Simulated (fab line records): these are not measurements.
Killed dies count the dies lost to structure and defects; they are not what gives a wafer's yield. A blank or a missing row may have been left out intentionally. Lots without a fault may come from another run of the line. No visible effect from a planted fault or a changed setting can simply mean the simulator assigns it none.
Which tool is to blame? + flow n5 finfet + 30 wafers from 10 lots sampled at 4 of the route's 1938 steps

## WHAT THE GAUGES READ, wafer by wafer
N5_BEOL_M0_SAQP_CD_MEAS_14: the cd target is 42.5 nm.
| lot  | measured     | on        | cd nm (nm)     |
|------|--------------|-----------|----------------|
| L197 | day 5 18:10  | cd sem-02 | 42.3 42.3 41.9 |
| L198 | day 6 02:41  | cd sem-03 | 43.0 42.7 42.7 |
| L199 | day 6 05:11  | cd sem-01 | 42.3 42.5 42.5 |
| L202 | day 7 00:37  | cd sem-03 | 43.1 43.0 43.4 |
| L206 | day 8 01:29  | cd sem-01 | 42.5 42.3 42.1 |
| L209 | day 8 22:11  | cd sem-02 | 52.4 52.8 42.2 |
| L213 | day 9 17:29  | cd sem-02 | 42.4 41.9 42.7 |
| L216 | day 10 12:43 | cd sem-03 | 43.2 42.1 41.9 |
| L218 | day 11 00:52 | cd sem-03 | 42.7 42.5 42.5 |
| L219 | day 11 04:28 | cd sem-02 | 41.8 42.0 41.8 |

## WHAT TOOL EACH LOT RAN ON (gives the tool, then ch and the chambers of the sampled wafers, and finally the start)
| lot  | N5_BEOL_M0_SAQP_ILD_DEP_01      | N5_BEOL_M0_SAQP_PECVD_04        | N5_BEOL_M0_SAQP_PEB_12            |
|------|---------------------------------|---------------------------------|-----------------------------------|
| L197 | pecvd-02 ch 0,1,2, day 5 17:01  | pecvd-02 ch 0,1,2, day 5 17:42  | litho track-04 ch 0, day 5 18:05  |
| L198 | pecvd-02 ch 0,2, day 5 23:18    | pecvd-02 ch 0,2, day 6 02:04    | litho track-04 ch 0, day 6 02:37  |
| L199 | pecvd-02 ch 0,2, day 6 03:56    | pecvd-04 ch 0,1,2, day 6 04:44  | litho track-04 ch 0, day 6 05:08  |
| L202 | pecvd-04 ch 1,2, day 6 22:48    | pecvd-02 ch 1,2, day 7 00:08    | litho track-02 ch 0, day 7 00:33  |
| L206 | pecvd-04 ch 0, day 7 23:08      | pecvd-04 ch 0,2, day 8 00:52    | litho track-04 ch 0, day 8 01:25  |
| L209 | pecvd-03 ch 0,1,2, day 8 19:47  | pecvd-02 ch 0,2, day 8 21:34    | litho track-04 ch 0, day 8 22:07  |
| L213 | pecvd-03 ch 1,2, day 9 15:47    | pecvd-04 ch 0,2, day 9 17:01    | litho track-02 ch 0, day 9 17:25  |
| L216 | pecvd-02 ch 0,1, day 10 10:59   | pecvd-04 ch 0,1,2, day 10 12:15 | litho track-02 ch 0, day 10 12:40 |
| L218 | pecvd-02 ch 0,1,2, day 10 22:24 | pecvd-04 ch 0,1,2, day 11 00:16 | litho track-02 ch 0, day 11 00:47 |
| L219 | pecvd-03 ch 0,1,2, day 11 02:53 | pecvd-03 ch 1,2, day 11 03:53   | litho track-01 ch 0, day 11 04:23 |
- N5_BEOL_M0_SAQP_ILD_DEP_01: deposits SiOC from DEMS/O2, target thk 45.419 nm, time 8.7 s.
- N5_BEOL_M0_SAQP_PECVD_04: deposits a-Si from SiH4/He, target thk 60 nm, time 60.2 s.
- N5_BEOL_M0_SAQP_PEB_12: peb time 60 s.

## THE ANSWER, worked out from the rows above alone
Rule: the lots themselves supply what counts as usual. Put in order of their means at a reading, lots are off if they are a third of the lots or fewer, leave a main group of 4 or more, and stand apart from it by a gap of 3 or more times the standard deviation of the main group's means; of several such gaps the widest counts. If all means in a main group match to the digits the tables above print for the reading, that group is not used. Also off: a lot with no number at a reading for which 4 or more lots have one. The other lots that the step has rows for count as sound.
Off: L209, at N5_BEOL_M0_SAQP_CD_MEAS_14 (cd nm). For the main group the mean is 42.4 nm and the standard deviation 0.35.
A tool fits if, at a process step before that reading, it ran every lot that is off, and no sound lot after the first of them. Those tools and the gauges at N5_BEOL_M0_SAQP_CD_MEAS_14 are tried in the same way. This does not decide it: 2 tools fit, namely pecvd-02 at N5_BEOL_M0_SAQP_PECVD_04 and litho track-04 at N5_BEOL_M0_SAQP_PEB_12.

## WHAT THE SIMULATOR HAD INSERTED
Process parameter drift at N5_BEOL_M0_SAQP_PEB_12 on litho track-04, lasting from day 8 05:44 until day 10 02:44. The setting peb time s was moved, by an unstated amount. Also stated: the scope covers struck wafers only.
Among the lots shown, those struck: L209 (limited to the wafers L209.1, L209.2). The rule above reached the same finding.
